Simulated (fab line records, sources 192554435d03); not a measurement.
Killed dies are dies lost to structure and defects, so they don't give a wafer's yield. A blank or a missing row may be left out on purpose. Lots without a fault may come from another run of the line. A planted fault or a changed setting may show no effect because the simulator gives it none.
fab line records | flow n5_finfet | part 2 of 2: steps 4 to 6 of 6
record lots=24 wafers=72 last_day=19
route steps=1938 shown BEOL_M2@860 BEOL_M3@933
lots that met no fault: from a run of the same line without faults
start_h: hours from the record's first day to the start of the lot's first wafer shown | wait_h: hours since the lot's step before | " the same as in the row above | L1.1+2: a row that stands for several wafers | - no value, or no start given | * or withheld: withheld | < > ~ a bound
route shown NAME@n: a module of which the file shows steps, and the number in the route of the first | usual: mean/standard deviation of fault-free wafers | same: alike in all rows | chamber/n: place in a boat | sites: the reading at each site | _std_site: their standard deviation | _edge_site: outer sites' mean less inner sites' | radius_mm: how far each site lies from the wafer's centre | mask NAME#n: copy n | behind: the tool/chamber that last shaped the wafer | hold: why the lot was held/for how many hours/how that ended | device: the transistor (n, p or np) that didn't switch | end of line: the same wafers' tests at the end of the route | a step without rows: its recipe alone | killed: dies lost to structure and defects at the first sort, not the wafer's yield | map: a wafer's dies, x killed, . not, _ none there
set.NAME: the setting as run; set.NAME@STEP: as run at that earlier step | model.NAME: the simulator's own value behind a step, which no gauge read
steps of the route over a sample of lots; a table a step, a row a wafer
services: from which hour (start_h, from the record's first day; less than 0 if before it) a tool's chamber was out of use, for how many hours, and why
## steps
# step N5_BEOL_M2_ANNEAL_95
# recipe temp_c=400 time_s=240 ambient=vacuum
# usual heater_power_w=779/73
# columns lot.wafer tool chamber start_h wait_h heater_power_w
L074.1 pvd_sputter-02 - 160.35 0.0 865
L074.3 " - " " 774
L074.5 " - " " 753
L075.1 pvd_sputter-03 - 164.09 0.0 751
L075.3 " - " " 743
L075.6 " - " " 764
L076.2 pvd_sputter-03 - 165.93 0.0 741
L076.3 " - " " 818
L076.5 " - " " 759
L077.2 pvd_sputter-02 - 169.52 0.0 793
L077.4 " - " " 650
L077.6 " - " " 669
L078.1 pvd_sputter-03 - 180.49 0.0 744
L078.4 " - " " 812
L078.6 " - " " 810
L079.1 pvd_sputter-02 - 182.23 0.0 651
L079.2 " - " " 771
L079.4 " - " " 877
L080.1 pvd_sputter-02 - 205.09 0.0 727
L080.3 " - " " 646
L080.4 " - " " 780
L081.2 pvd_sputter-01 - 205.23 0.0 642
L081.4 " - " " 753
L081.6 " - " " 870
L082.1 pvd_sputter-02 - 208.17 0.0 880
L082.4 " - " " 748
L082.6 " - " " 800
L085.2 pvd_sputter-03 - 211.79 0.0 781
L085.4 " - " " 745
L085.6 " - " " 755
L083.1 pvd_sputter-01 - 215.99 0.0 967
L083.2 " - " " 870
L083.5 " - " " 736
L084.2 pvd_sputter-01 - 226.84 0.0 888
L084.4 " - " " 642
L084.5 " - " " 678
L087.3 pvd_sputter-02 - 234.98 0.0 854
L087.4 " - " " 641
L087.5 " - " " 774
L086.2 pvd_sputter-03 - 235.64 0.0 828
L086.4 " - " " 745
L086.5 " - " " 753
L089.1 pvd_sputter-02 - 236.82 0.0 738
L089.2 " - " " 786
L089.4 " - " " 854
L088.1 pvd_sputter-03 - 238.58 0.0 814
L088.2 " - " " 841
L088.5 " - " " 840
L090.1 pvd_sputter-03 - 242.20 0.0 816
L090.4 " - " " 852
L090.6 " - " " 759
L091.1 pvd_sputter-01 - 257.21 0.0 753
L091.2 " - " " 951
L091.4 " - " " 645
L092.2 pvd_sputter-03 - 269.08 0.0 735
L092.3 " - " " 746
L092.5 " - " " 740
L094.3 pvd_sputter-02 - 277.53 0.0 754
L094.4 " - " " 782
L094.5 " - " " 747
L093.2 pvd_sputter-03 - 281.22 0.0 813
L093.4 " - " " 763
L093.6 " - " " 762
L095.1 pvd_sputter-03 - 293.16 0.0 758
L095.3 " - " " 847
L095.4 " - " " 816
L096.1 pvd_sputter-03 - 299.20 0.0 830
L096.3 " - " " 855
L096.4 " - " " 758
L097.1 pvd_sputter-02 - 307.63 0.0 851
L097.3 " - " " 731
L097.6 " - " " 738
# step N5_BEOL_M2_ANNEAL_51
# recipe temp_c=225 time_s=90 ambient=N2
# usual wafer_temp_C_max=225.87/0.26
# columns lot.wafer tool chamber start_h wait_h wafer_temp_C_max
L074.1 rtp_anneal-01 0 160.69 0.1 225.61
L074.3 " 0 " " 225.50
L074.5 " 0 " " 225.68
L075.1 rtp_anneal-02 0 164.43 0.1 226.10
L075.3 " 0 " " 225.92
L075.6 " 0 " " 225.66
L076.2 rtp_anneal-01 0 166.32 0.1 225.79
L076.3 " 0 " " 225.66
L076.5 " 0 " " 225.64
L077.2 rtp_anneal-01 0 169.90 0.1 225.52
L077.4 " 0 " " 225.74
L077.6 " 0 " " 225.60
L078.1 rtp_anneal-01 0 180.83 0.1 225.80
L078.4 " 0 " " 225.74
L078.6 " 0 " " 226.04
L079.1 rtp_anneal-02 0 182.57 0.1 225.84
L079.2 " 0 " " 225.56
L079.4 " 0 " " 226.02
L080.1 rtp_anneal-02 0 205.42 0.1 225.93
L080.3 " 0 " " 226.18
L080.4 " 0 " " 225.89
L081.2 rtp_anneal-01 0 205.71 0.2 225.90
L081.4 " 0 " " 226.03
L081.6 " 0 " " 225.79
L082.1 rtp_anneal-01 0 208.52 0.1 226.10
L082.4 " 0 " " 225.61
L082.6 " 0 " " 226.14
L085.2 rtp_anneal-01 0 212.18 0.1 225.38
L085.4 " 0 " " 225.52
L085.6 " 0 " " 225.64
L083.1 rtp_anneal-01 0 216.33 0.1 225.87
L083.2 " 0 " " 225.71
L083.5 " 0 " " 225.76
L084.2 rtp_anneal-02 0 227.22 0.1 226.18
L084.4 " 0 " " 226.17
L084.5 " 0 " " 226.11
L087.3 rtp_anneal-01 0 235.41 0.1 225.40
L087.4 " 0 " " 225.78
L087.5 " 0 " " 225.82
L086.2 rtp_anneal-02 0 236.02 0.1 226.04
L086.4 " 0 " " 225.97
L086.5 " 0 " " 226.63
L089.1 rtp_anneal-02 0 237.26 0.2 225.82
L089.2 " 0 " " 225.70
L089.4 " 0 " " 225.61
L088.1 rtp_anneal-02 0 238.92 0.1 225.94
L088.2 " 0 " " 225.73
L088.5 " 0 " " 225.91
L090.1 rtp_anneal-01 0 242.54 0.1 226.04
L090.4 " 0 " " 225.79
L090.6 " 0 " " 225.82
L091.1 rtp_anneal-02 0 257.54 0.1 225.97
L091.2 " 0 " " 226.26
L091.4 " 0 " " 226.31
L092.2 rtp_anneal-02 0 269.46 0.1 225.85
L092.3 " 0 " " 225.97
L092.5 " 0 " " 225.86
L094.3 rtp_anneal-02 0 277.96 0.1 226.16
L094.4 " 0 " " 225.84
L094.5 " 0 " " 225.86
L093.2 rtp_anneal-02 0 281.60 0.1 225.95
L093.4 " 0 " " 225.99
L093.6 " 0 " " 225.94
L095.1 rtp_anneal-02 0 293.50 0.1 226.36
L095.3 " 0 " " 226.14
L095.4 " 0 " " 225.92
L096.1 rtp_anneal-01 0 299.54 0.1 226.05
L096.3 " 0 " " 225.64
L096.4 " 0 " " 225.87
L097.1 rtp_anneal-02 0 307.97 0.1 226.45
L097.3 " 0 " " 225.93
L097.6 " 0 " " 225.99
# step N5_BEOL_M3_PECVD_72
# recipe material=SiO2 target_thk_a=160 temp_c=400 precursor=TEOS/O2 pressure_torr=5.5 rf_w=450 teos_flow_sccm=53.8 gas=O2 flow_sccm=3000 time_s=18
# usual heater_power_w=676/69 showerhead_plenum_p_Torr=8.77/0.067 throttle_valve_pct=22.7/1.5
# columns lot.wafer tool chamber start_h wait_h heater_power_w showerhead_plenum_p_Torr throttle_valve_pct
L074.1 pecvd-02 1 162.04 0.0 687 8.73 24.3
L074.3 " 2 " " 729 8.65 21.2
L074.5 " 2 " " 739 8.67 21.6
L075.1 pecvd-02 0 165.52 0.0 716 8.82 23.5
L075.3 " 1 " " 789 8.70 24.4
L075.6 " 1 " " 788 8.71 24.3
L076.2 pecvd-02 1 169.95 0.0 825 8.72 24.3
L076.3 " 2 " " 648 8.66 21.7
L076.5 " 0 " " 651 8.84 23.6
L077.2 pecvd-02 1 175.76 0.0 699 8.71 24.2
L077.4 " 2 " " 726 8.66 21.3
L077.6 " 0 " " 636 8.84 23.5
L078.1 pecvd-02 0 182.00 0.0 720 8.82 23.8
L078.4 " 2 " " 708 8.68 21.7
L078.6 " 1 " " 727 8.70 24.2
L079.1 pecvd-01 2 183.67 0.0 651 8.84 23.9
L079.2 " 1 " " 662 8.75 21.0
L079.4 " 1 " " 634 8.75 20.7
L080.1 pecvd-01 0 206.64 0.0 601 8.82 21.8
L080.3 " 1 " " 610 8.73 20.7
L080.4 " 0 " " 590 8.85 21.9
L081.2 pecvd-01 0 206.74 0.0 582 8.85 21.6
L081.4 " 1 " " 627 8.76 20.7
L081.6 " 0 " " 601 8.87 21.9
L082.1 pecvd-01 0 209.54 0.0 554 8.84 21.5
L082.4 " 0 " " 581 8.85 21.6
L082.6 " 0 " " 582 8.85 21.7
L085.2 pecvd-01 0 213.23 0.0 599 8.85 21.9
L085.4 " 1 " " 572 8.75 20.9
L085.6 " 0 " " 600 8.85 21.8
L083.1 pecvd-01 0 217.38 0.0 562 8.84 21.7
L083.2 " 1 " " 557 8.76 21.0
L083.5 " 1 " " 563 8.76 21.1
L084.2 pecvd-01 0 228.24 0.0 703 8.82 21.6
L084.4 " 1 " " 686 8.72 20.7
L084.5 " 0 " " 687 8.86 21.6
L087.3 pecvd-02 0 236.34 0.0 703 8.84 23.5
L087.4 " 0 " " 704 8.82 23.9
L087.5 " 1 " " 807 8.73 24.2
L086.2 pecvd-02 2 237.00 0.0 681 8.66 21.6
L086.4 " 2 " " 660 8.66 21.7
L086.5 " 0 " " 622 8.82 23.9
L089.1 pecvd-01 0 238.27 0.0 689 8.85 21.9
L089.2 " 2 " " 676 8.83 20.0
L089.4 " 2 " " 680 8.82 20.3
L088.1 pecvd-02 0 239.94 0.0 646 8.83 23.7
L088.2 " 2 " " 795 8.68 21.5
L088.5 " 2 " " 760 8.65 21.7
L090.1 pecvd-02 1 243.57 0.0 742 8.71 24.3
L090.4 " 1 " " 734 8.68 24.2
L090.6 " 0 " " 667 8.83 23.8
L091.1 pecvd-03 2 258.57 0.0 678 8.83 21.3
L091.2 " 0 " " 806 8.83 25.3
L091.4 " 1 " " 605 8.76 24.6
L092.2 pecvd-02 2 270.44 0.0 701 8.67 21.6
L092.3 " 0 " " 714 8.86 23.7
L092.5 " 1 " " 810 8.70 24.0
L094.3 pecvd-03 0 278.89 0.0 695 8.81 25.2
L094.4 " 0 " " 700 8.81 25.2
L094.5 " 1 " " 677 8.77 24.6
L093.2 pecvd-02 0 282.58 0.0 595 8.86 23.7
L093.4 " 2 " " 689 8.67 21.8
L093.6 " 1 " " 791 8.72 24.0
L095.1 pecvd-03 0 294.53 0.0 737 8.82 25.4
L095.3 " 1 " " 571 8.76 24.6
L095.4 " 0 " " 737 8.81 25.2
L096.1 pecvd-02 1 300.57 0.0 741 8.71 24.3
L096.3 " 2 " " 745 8.69 21.9
L096.4 " 2 " " 754 8.66 21.9
L097.1 pecvd-02 2 308.99 0.0 631 8.69 21.8
L097.3 " 0 " " 644 8.85 23.8
L097.6 " 0 " " 635 8.84 23.6
## services
# columns tool chamber start_h hours kind
rie_diel-05 1 129.37 - clean
rie_diel-05 1 129.37 - consumable_replace:focus_ring
rie_diel-05 1 129.37 22.9 scheduled_down
rie_diel-05 1 129.37 22.9 vent_cycle
rie_diel-03 0 138.30 - clean
pecvd-03 2 142.11 7.6 repair
pecvd-03 - 154.55 6.0 pm
pecvd-01 0 157.27 29.6 repair
rie_diel-03 2 165.53 5.8 repair
pecvd-01 - 180.22 1.5 repair
rie_diel-05 0 191.10 10.4 repair
rie_diel-01 2 193.46 18.9 repair
rie_diel-03 2 206.92 7.6 repair
rie_diel-05 3 208.59 - clean
rie_diel-05 3 208.59 - consumable_replace:focus_ring
rie_diel-05 3 208.59 21.5 scheduled_down
rie_diel-05 3 208.59 21.5 vent_cycle
pecvd-02 - 223.37 1.4 repair
rie_diel-03 - 255.51 15.6 pm
rie_diel-05 - 266.94 15.6 pm
rie_diel-01 - 288.94 2.8 pm
pecvd-01 1 292.97 3.6 repair
rie_diel-05 0 293.56 3.4 repair
pecvd-01 - 297.04 28.1 pm
